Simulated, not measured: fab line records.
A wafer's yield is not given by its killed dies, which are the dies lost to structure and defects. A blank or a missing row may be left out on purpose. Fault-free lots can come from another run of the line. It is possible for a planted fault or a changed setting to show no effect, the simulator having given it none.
Matching of chambers    flow n5Finfet    N5_BEOL_M2_ETCH_74 on rieDiel-01 has 4 sister chambers
The step etches underlayer in N2/H2, target depth 6.5 nm, time 5.2 s. 8 wafers are shown with their chamber, then 9 later ones without.

## WAFERS PAIRED WITH THEIR CHAMBERS
wafer   chamber  drypumpMotorCurrentA (A)  showerheadPlenumPTorr (Torr)
L082.1  2        5.6                       2.59
L083.3  2        5.6                       2.59
L084.3  1        5.5                       2.59
L084.5  3        4.8                       2.56
L084.6  0        5.7                       2.64
L088.1  1        5.5                       2.58
L088.2  3        4.8                       2.56
L088.5  0        5.6                       2.64

## WAFERS WITHOUT THEIR CHAMBER
wafer   drypumpMotorCurrentA (A)  showerheadPlenumPTorr (Torr)
L090.4  5.6                       2.58
L090.5  4.8                       2.56
L090.6  5.6                       2.58
L092.1  5.6                       2.63
L092.2  5.6                       2.58
L092.5  5.7                       2.63
L096.1  5.6                       2.57
L096.3  5.6                       2.57
L096.5  5.6                       2.57

## WHICH CHAMBER EACH WENT THROUGH
wafer   from the rows above      in truth
L090.4  can't be placed: 2 or 1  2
L090.5  3                        3
L090.6  can't be placed: 2 or 1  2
L092.1  0                        0
L092.2  can't be placed: 2 or 1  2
L092.5  0                        0
L096.1  can't be placed: 1 or 2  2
L096.3  can't be placed: 1 or 2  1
L096.5  can't be placed: 1 or 2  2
Placed correctly: 3 of 9. These rows do not allow placing 6 (true chamber among the candidates in 6). Wrongly placed: 0.
How it was worked out, from the rows above alone: a wafer's distance from a chamber is the root of the sum, over the readings, of the square of ((its reading less the chamber's mean) divided by the reading's scatter). If the next closest chamber is less than 2 further off than the closest, the wafer can't be placed; otherwise it belongs to the closest. Each chamber's mean is taken over the wafers shown for it. How the scatter is found: for the shown wafers, subtract from each reading the mean of its chamber, square and add these, divide the total by (wafers less chambers), then take the root.
